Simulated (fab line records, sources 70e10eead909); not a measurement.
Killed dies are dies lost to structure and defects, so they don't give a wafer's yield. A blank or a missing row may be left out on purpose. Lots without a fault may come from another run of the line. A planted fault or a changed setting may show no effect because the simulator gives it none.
A struck lot beside a sound one | flow nand_harc | 11 steps out of a route of 1302
Sound: wafers L258.1, L258.2, L258.4. Struck: wafers L264.4, L264.5, L264.6. The cause comes at the end.
At each step with rows: each side's tool, then ch and its chambers, then its first start. Under that, the readings that differ: sound wafers | struck wafers | difference of the means | sigmas: that difference in standard deviations of wafers without a fault.
alike: readings whose means differ by less than 2 such deviations, and words and numbers that are the same on both sides. not compared: withheld readings, readings that some wafer has no value for, bounds like >300 that may hide the same value, and numbers for which the record gives no deviation and whose values overlap.
The two part at a step that has a row with sigmas, a row that says differs or no value, or rows on one side only. Numbers that don't overlap but have no deviation are shown without sigmas and don't part them. A reading that every wafer of one side lacks parts them only if that side has two wafers or more.

NHARC_A_STAIRCASE_DEP_322: deposits SiO2, target thk 7200 nm.
  sound on pecvd-01 ch 1,2, day 19 17:10; struck on pecvd-01 ch 0,1,2, day 21 06:56
  alike: heater_power_w, mfc_precursor_sccm
  not compared: since_wet_clean_h
then, 1 step without rows for these wafers: NHARC_A_STAIRCASE_ANNEAL_323 (time 1800 s).
NHARC_A_STAIRCASE_DEP_325: deposits SiO2, target thk 7200 nm.
  sound on pecvd-03 ch 0,2, day 20 02:19; struck on pecvd-03 ch 0,1, day 21 16:52
  alike: heater_power_w, mfc_precursor_sccm
  not compared: since_wet_clean_h
then, 6 steps without rows for these wafers: NHARC_A_STAIRCASE_ANNEAL_326 (time 1800 s); NHARC_A_STAIRCASE_DEHYDRATE_433 (time 120 s); NHARC_A_STAIRCASE_HMDS_434 (time 30 s); NHARC_A_STAIRCASE_COAT_435; NHARC_A_STAIRCASE_SOFTBAKE_436 (time 170 s); NHARC_A_STAIRCASE_EBR_437.
NHARC_A_STAIRCASE_EXPOSE_438: exposes mask STAIR REV.
  sound on krf_scanner-04 ch 0, day 20 12:10; struck on krf_scanner-04, day 22 02:59
  no value came back on the struck wafers for exposure_dose_mJ_cm2, focus_offset_nm (nm), na; on the sound wafers exposure_dose_mJ_cm2 reads 28.93 28.99 28.94
  alike: mask
then, 1 step without rows for these wafers: NHARC_A_STAIRCASE_PEB_439 (peb time 130 s).

WHERE THEY PART
Only at NHARC_A_STAIRCASE_EXPOSE_438, within this record.

WHY: what the simulator had put in
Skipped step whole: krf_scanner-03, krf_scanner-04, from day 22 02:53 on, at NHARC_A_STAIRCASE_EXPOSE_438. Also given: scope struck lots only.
